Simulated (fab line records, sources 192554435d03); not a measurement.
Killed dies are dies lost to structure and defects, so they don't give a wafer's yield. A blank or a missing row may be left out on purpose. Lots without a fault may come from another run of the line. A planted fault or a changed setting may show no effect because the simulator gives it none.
Split-lot experiment | flow n5_finfet | 7 lots, 39 wafers read, on a route of 1938 steps

THE SPLIT
At N5_GATE_CUT_HM_DEP_46 (deposits SiO2 from TEOS/O2, target thk 130 nm, time 26.6 s), the setting time_s was moved away from the recipe's 26.6 s on 15 of the 39 wafers read, by -10.5% to +12.0%. The other wafers ran this setting at the recipe's value.

FROM THE SPLIT TO THE READING: what the file shows between them, 9 steps
- N5_GATE_CUT_COAT_34: time 60 s, resist thk 60 nm
- N5_GATE_CUT_COAT_35: time 60 s, resist thk 10 nm
- N5_GATE_CUT_STRIP_38: strips in N2/H2
- N5_GATE_CUT_STRIP_39: strips in N2/H2
- N5_GATE_CUT_HM_OPEN_40: chemistry C4F6/O2, target SiO2, target depth 139 nm, time 85.1 s
- N5_GATE_CUT_STRIP_41: strips in CF4
- N5_GATE_CUT_STRIP_42: strips in O2
- N5_GATE_CUT_ALD_22: deposits SiNx, target thk 16 nm, pulse time 1 s, ald cycles 320
- N5_GATE_CUT_CMP_23: polishes, stops on SiO2, t overpolish 23.4 s, target thk 16 nm

THE READING
GC_FILL_THK, in nm, at N5_GATE_CUT_THK_MEAS_24. Fault-free wafers of this fab line usually give 219.3 nm, standard deviation 2 nm.

wafer  | tool, chamber at the split | time_s as run, s | against the recipe | GC_FILL_THK, nm | against lot-mates on the recipe
L079.1 | pecvd-03, 2                | 26.6             | recipe             | 216.8           | -
L079.2 | pecvd-03, 1                | 26.6             | recipe             | 219.5           | -
L079.3 | pecvd-03, 0                | 26.6             | recipe             | 215.9           | -
L084.1 | pecvd-03, 1                | 26.6             | recipe             | 219.5           | -
L084.2 | pecvd-03, 0                | 26.6             | recipe             | 218.7           | -
L084.3 | pecvd-03, 2                | 26.6             | recipe             | 218.7           | -
L084.4 | pecvd-03, 1                | 26.6             | recipe             | 224.5           | -
L084.5 | pecvd-03, 2                | 26.6             | recipe             | 223.3           | -
L084.6 | pecvd-03, 0                | 26.6             | recipe             | 221.2           | -
L085.1 | pecvd-01, 0                | 25.25            | -5.1%              | 214.1           | -5.4
L085.2 | pecvd-01, 2                | 26.6             | recipe             | 219.5           | -
L085.3 | pecvd-01, 1                | 26.6             | recipe             | 217.9           | -
L085.4 | pecvd-01, 2                | 25.25            | -5.1%              | 218.1           | -1.4
L085.5 | pecvd-01, 0                | 25.25            | -5.1%              | 214.3           | -5.2
L085.6 | pecvd-01, 1                | 26.6             | recipe             | 221.0           | -
L086.1 | pecvd-02, 1                | 29.17            | +9.7%              | 227.2           | +8.8
L086.2 | pecvd-02, 0                | 29.17            | +9.7%              | 230.0           | +11.6
L086.3 | pecvd-02, 2                | 26.6             | recipe             | 218.3           | -
L086.4 | pecvd-02, 1                | 26.6             | recipe             | 216.9           | -
L086.5 | pecvd-02, 2                | 29.17            | +9.7%              | 230.2           | +11.8
L086.6 | pecvd-02, 0                | 26.6             | recipe             | 220.1           | -
L087.1 | pecvd-01, 2                | 26.6             | recipe             | 219.0           | -
L087.2 | pecvd-01, 0                | 23.82            | -10.5%             | 207.1           | -12.9
L087.3 | pecvd-01, 1                | 26.6             | recipe             | 219.1           | -
L087.4 | pecvd-01, 0                | 26.6             | recipe             | 221.9           | -
L087.5 | pecvd-01, 2                | 23.82            | -10.5%             | 209.5           | -10.5
L087.6 | pecvd-01, 1                | 23.82            | -10.5%             | 205.5           | -14.5
L096.1 | pecvd-02, 0                | 26.6             | recipe             | 219.2           | -
L096.2 | pecvd-02, 2                | 26.6             | recipe             | 217.6           | -
L096.3 | pecvd-02, 1                | 27.94            | +5.0%              | 224.1           | +4.9
L096.4 | pecvd-02, 1                | 27.94            | +5.0%              | 224.6           | +5.4
L096.5 | pecvd-02, 2                | 27.94            | +5.0%              | 225.8           | +6.6
L096.6 | pecvd-02, 0                | 26.6             | recipe             | 220.9           | -
L097.1 | pecvd-03, 1                | 29.79            | +12.0%             | 234.4           | +14.4
L097.2 | pecvd-03, 0                | 29.79            | +12.0%             | 233.7           | +13.7
L097.3 | pecvd-03, 2                | 26.6             | recipe             | 218.2           | -
L097.4 | pecvd-03, 1                | 26.6             | recipe             | 220.6           | -
L097.5 | pecvd-03, 0                | 29.79            | +12.0%             | 234.6           | +14.6
L097.6 | pecvd-03, 2                | 26.6             | recipe             | 221.3           | -

THE FIT
A straight line over all 39 wafers: GC_FILL_THK changes by +1.11 nm for each +1% of time_s; r = +0.95; the points scatter about the line by 1.9 nm.
The same after taking each lot's own level away (the mean of its wafers on the recipe; 39 wafers): +1.14 nm for each +1%; r = +0.97; scatter 1.7 nm.
On that fit, the largest move of time_s shifts the reading by 14 nm.
The lots' own levels span 217.40 to 220.98 nm, that is 1.8 times the standard deviation above.
So the lot-to-lot level changes the slope little: the two slopes agree.
Check: with one of the wafers moved furthest among these (+12.0%) left out of the fit, the line predicts +13.7 nm for it against its lot-mates. It came out at +14.4 nm against them.

OTHER SPLITS ON THESE WAFERS
These wafers also went through other splits before the reading. Each is held against what the fit with the lots' levels taken away leaves over:
other split on the same wafers | wafers away from the commonest value | r with GC_FILL_THK (lot level and that fit taken away)
N5_HKMG_FIN_ETCH_54 source_w   | 15                                   | -0.04
N5_HKMG_FIN_ETCH_32 bias_w     | 18                                   | -0.10

THE WHOLE CHAIN: every reading that the file lists as answering this split, in the file's order
step                    | what it does                                                     | reading                                                                            | change (the file's fit)                | r (the file's)
N5_GATE_CUT_HM_DEP_46   | deposits SiO2 from TEOS/O2, target thk 130 nm, time 26.6 s       | SiO2_of_GATE_CUT_HM_DEP_46.thk_nm (the simulator's own value, which no gauge read) | +1.15 nm for each +1% of the setting   | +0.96
N5_GATE_CUT_HM_OPEN_40  | chemistry C4F6/O2, target SiO2, target depth 139 nm, time 85.1 s | etch_rf_on_time_s                                                                  | withheld for each +1% of the setting   | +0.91
N5_GATE_CUT_HM_OPEN_40  | chemistry C4F6/O2, target SiO2, target depth 139 nm, time 85.1 s | etch.depth_nm (the simulator's own value, which no gauge read)                     | +1.15 nm for each +1% of the setting   | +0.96
N5_GATE_CUT_HM_OPEN_40  | chemistry C4F6/O2, target SiO2, target depth 139 nm, time 85.1 s | SOC_of_GATE_CUT_COAT_34.thk_nm (the simulator's own value, which no gauge read)    | -0.245 nm for each +1% of the setting  | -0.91
N5_GATE_CUT_THK_MEAS_24 |                                                                  | GC_FILL_THK                                                                        | +1.14 for each +1% of the setting      | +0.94
N5_GATE_CUT_CMP_43      | polishes SiO2                                                    | SiO2_of_GATE_CUT_HM_DEP_46.thk_nm (the simulator's own value, which no gauge read) | +0.0528 nm for each +1% of the setting | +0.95

THE FILE'S OWN FIT
GC_FILL_THK changes by +1.14 nm for each +1% of time_s, r = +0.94.
